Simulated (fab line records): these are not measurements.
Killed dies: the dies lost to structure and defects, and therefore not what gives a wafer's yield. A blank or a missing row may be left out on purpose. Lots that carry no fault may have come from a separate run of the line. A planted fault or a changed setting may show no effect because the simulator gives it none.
Matching of chambers | flow n5_finfet | 3 sister chambers for N5_BEOL_M5_CURE_80 on uv_cure-01
The step cures SiCOH lowk, time 120 s. 18 wafers are shown with their chamber, then 9 later ones without.

## WAFERS, EACH WITH ITS CHAMBER
wafer  | chamber | wafer_temp_C_max | lamp_power_pct (%)
L075.3 | 2       | 372.4            | 52.30
L075.5 | 2       | 372.1            | 52.38
L075.6 | 2       | 373.0            | 52.34
L076.2 | 0       | 370.8            | 52.23
L076.5 | 0       | 370.7            | 52.37
L076.6 | 0       | 370.7            | 52.33
L079.3 | 1       | 371.7            | 52.37
L079.5 | 1       | 371.0            | 52.27
L079.6 | 1       | 371.9            | 52.26
L091.1 | 2       | 372.4            | 52.37
L091.3 | 2       | 372.8            | 52.30
L091.4 | 2       | 372.7            | 52.31
L089.1 | 0       | 371.0            | 52.30
L089.4 | 0       | 371.0            | 52.41
L089.6 | 0       | 370.8            | 52.31
L092.2 | 1       | 370.6            | 52.26
L092.4 | 1       | 371.1            | 52.36
L092.6 | 1       | 371.3            | 52.28

SIGNATURES, as means of the wafers listed above
reading          | chamber 0 | chamber 1 | chamber 2 | scatter within a chamber
wafer_temp_C_max | 370.833   | 371.267   | 372.567   | 0.343
lamp_power_pct   | 52.3250   | 52.3000   | 52.3333   | 0.0507
Rule: distance of a wafer from a chamber = root of the sum over the readings of ((wafer's reading minus chamber's mean) / reading's scatter) squared. If the next closest chamber is less than 2 further off than the closest, the wafer can't be placed; otherwise it belongs to the closest. The scatter is the square root of a quotient: the sum, over the shown wafers, of each reading's squared deviation from its chamber's mean, divided by wafers minus chambers.

## WAFERS WITHOUT THEIR CHAMBER
wafer  | wafer_temp_C_max | lamp_power_pct (%)
L093.1 | 370.8            | 52.23
L093.5 | 370.6            | 52.37
L093.6 | 370.7            | 52.31
L096.2 | 372.1            | 52.36
L096.3 | 372.0            | 52.32
L096.4 | 372.3            | 52.44
L097.2 | 370.5            | 52.30
L097.3 | 370.8            | 52.27
L097.6 | 371.0            | 52.37

## WHICH CHAMBER EACH WENT THROUGH
wafer  | from the rows above          | in truth
L093.1 | can't be placed: 0 or 1      | 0
L093.5 | can't be placed: 0 or 1      | 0
L093.6 | can't be placed: 0 or 1      | 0
L096.2 | can't be placed: 2 or 1      | 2
L096.3 | can't be placed: 2 or 1 or 0 | 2
L096.4 | can't be placed: 2 or 1      | 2
L097.2 | can't be placed: 0 or 1      | 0
L097.3 | can't be placed: 0 or 1      | 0
L097.6 | can't be placed: 0 or 1      | 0
Correctly placed: 0 of 9. Unplaceable from these rows: 9, with the true chamber sitting among the candidates in 9. Wrongly placed: 0.
